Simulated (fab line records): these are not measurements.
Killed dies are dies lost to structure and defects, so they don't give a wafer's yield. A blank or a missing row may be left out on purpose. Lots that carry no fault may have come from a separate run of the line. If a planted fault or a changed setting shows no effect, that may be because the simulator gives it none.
Comparing a struck lot with a sound one | flow n5_finfet | 38 out of 1938 route steps
Sound: these wafers, L782.1, L782.4, L782.5. Wafers struck: L799.1, L799.2, L799.3. The cause comes at the end.
Each step with rows lists, per side, the tool, then ch with its chambers, then its first start. Under that, the readings that differ: sound wafers | struck wafers | difference of the means | sigmas: that difference in standard deviations of wafers without a fault.
alike: readings whose means differ by less than 2 such deviations, and words and numbers that are the same on both sides. not compared: withheld readings, readings that some wafer has no value for, bounds like >300 that may hide the same value, and numbers for which the record gives no deviation and whose values overlap.
Wherever a step has rows on one side only, a row that says differs or no value, or a row with sigmas, the two part there. Numbers that have no deviation but don't overlap get no sigmas and don't part them. A reading that every wafer of one side lacks parts them only if that side has two wafers or more.

first, 12 steps without rows for these wafers: N5_BEOL_M1_SPUTTER_86 (material Cu, target thk 4.5 nm, time 8.29 s); N5_BEOL_M1_ANNEAL_87 (time 240 s); N5_BEOL_M1_SPUTTER_88 (material Cu, target thk 4.5 nm, time 8.29 s); N5_BEOL_M1_ANNEAL_89 (time 240 s); N5_BEOL_M1_SPUTTER_90 (material Cu, target thk 4.5 nm, time 8.29 s); N5_BEOL_M1_ANNEAL_91 (time 240 s); N5_BEOL_M1_SPUTTER_92 (material Cu, target thk 4.5 nm, time 8.29 s); N5_BEOL_M1_ANNEAL_93 (time 240 s); N5_BEOL_M1_SPUTTER_94 (material Cu, target thk 4.5 nm, time 8.29 s); N5_BEOL_M1_ANNEAL_95 (time 240 s); N5_BEOL_M1_SPUTTER_96 (material Cu, target thk 4.5 nm, time 8.29 s); N5_BEOL_M1_ECD_50 (material Cu, target thk 300 nm).
N5_BEOL_M1_ANNEAL_51: time 90 s.
  sound on rtp_anneal-02 ch 0, day 7 16:57; struck on rtp_anneal-02, day 12 00:16
  no value came back on the struck wafers for anneal_temp_c (C), anneal_temp_c_max, wafer_temp_C_max; on the sound wafers anneal_temp_c (C) reads 225.06 224.96 225.04
N5_BEOL_M1_CMP_52: polishes, stops on SiOC, t overpolish 6.8 s, target thk 40 nm.
  sound on cmp-01 ch 1,2,3, day 7 17:15; struck on cmp-03 ch 0,2,3, day 12 00:50
  reading                      | sound          | struck         | difference | sigmas
  barrier_field_endpoint_s (s) | 24.8 23.3 24.9 | 29.0 28.9 29.1 | +4.7       | +5
  time_to_endpoint_s (s)       | 62 60 62       | 82 81 81       | +20        | +4
  alike: motor_current_A, overpolish_run_s, slurry_flow_ml_min
  not compared: pad_life_wafers
then, 4 steps without rows for these wafers: N5_BEOL_M1_PRE_CLEAN_60 (time 15 s); N5_BEOL_M1_CO_CAP_55 (material Co, precursor CCTBA/H2, target thk 2 nm, time 102.1 s); N5_BEOL_M1_PRE_CLEAN_56 (time 15 s); N5_BEOL_M1_DEP_57 (deposits SiCN from 3MS/NH3, target thk 8 nm, time 14 s).
N5_BEOL_M1_RS_MEAS_58: a four-point-probe measurement.
  struck on film_metro-02, day 12 01:25; sound on film_metro-02, day 7 17:48
  reading        | sound          | struck         | difference | sigmas
  M1_RS (ohm/sq) | 0.67 0.67 0.64 | 0.87 0.89 0.84 | +0.21      | +5
then, 17 steps without rows for these wafers: N5_BEOL_M2_ILD_DEP_00 (deposits SiOC from DEMS/O2, target thk 79 nm, time 15.3 s); N5_BEOL_M2_PECVD_72 (deposits SiO2 from TEOS/O2, target thk 16 nm, time 18 s); N5_BEOL_M2_HM_DEP_02 (deposits TiN, target thk 20 nm); N5_BEOL_M2_COAT_61 (time 60 s, resist thk 60 nm); N5_BEOL_M2_COAT_62 (time 60 s, resist thk 12 nm); N5_BEOL_M2_COAT_73 (time 60 s, resist thk 5 nm); N5_BEOL_M2_COAT_05 (resist thk 30 nm); N5_BEOL_M2_EBR_07; N5_BEOL_M2_SOFTBAKE_06 (time 60 s); N5_BEOL_M2_EXPOSE_08 (exposes mask M2); N5_BEOL_M2_PEB_09 (peb time 60 s); N5_BEOL_M2_DEVELOP_10 (develop time 30 s); N5_BEOL_M2_DESCUM_16 (chemistry O2, time 7 s); N5_BEOL_M2_ETCH_74 (etches underlayer in N2/H2, target depth 6.5 nm, time 5.2 s); N5_BEOL_M2_ETCH_63 (etches SiARC in CF4, target depth 15.6 nm, time 26 s); N5_BEOL_M2_ETCH_64 (etches SOC in N2/H2, target depth 75 nm, overetch 22.5 nm, time 121.9 s); N5_BEOL_M2_STRIP_65 (strips in N2/H2).
N5_BEOL_M4_RC_MEAS_101:
  sound on prober-02 ch 0, day 9 00:34; struck on prober-01 ch 0, day 13 12:46
  reading       | sound                   | struck                  | difference | sigmas
  COMB_M1 (S/m) | 4.7e-11 4.4e-11 7.3e-11 | 8.1e-11 6.5e-11 1.2e-10 | +3.4e-11   | +3
  alike: DIBL_N, DIBL_P, IOFF_N, IOFF_P, ION_N, ION_P, SS_N, SS_P, VT_N, VT_P
  not compared: COMB_M1_max_site
-- a jump in the record: the struck wafers' starts before and after are 4 days apart (it breaks off in module BEOL_M4 and resumes in module PASSIVATION, where the first step shown is number 1936 of the route) --
N5_PASSIVATION_PROBE_49:
  record: rows for the struck wafers here (prober-01, day 17 16:52), none for the sound ones

WHERE THEY PART
Earliest at N5_BEOL_M1_ANNEAL_51; latest, in this record, at N5_PASSIVATION_PROBE_49.

WHY: the cause the simulator had injected
Step skipped in full: rtp_anneal-02, at N5_BEOL_M1_ANNEAL_51, from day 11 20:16 onward. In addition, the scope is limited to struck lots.
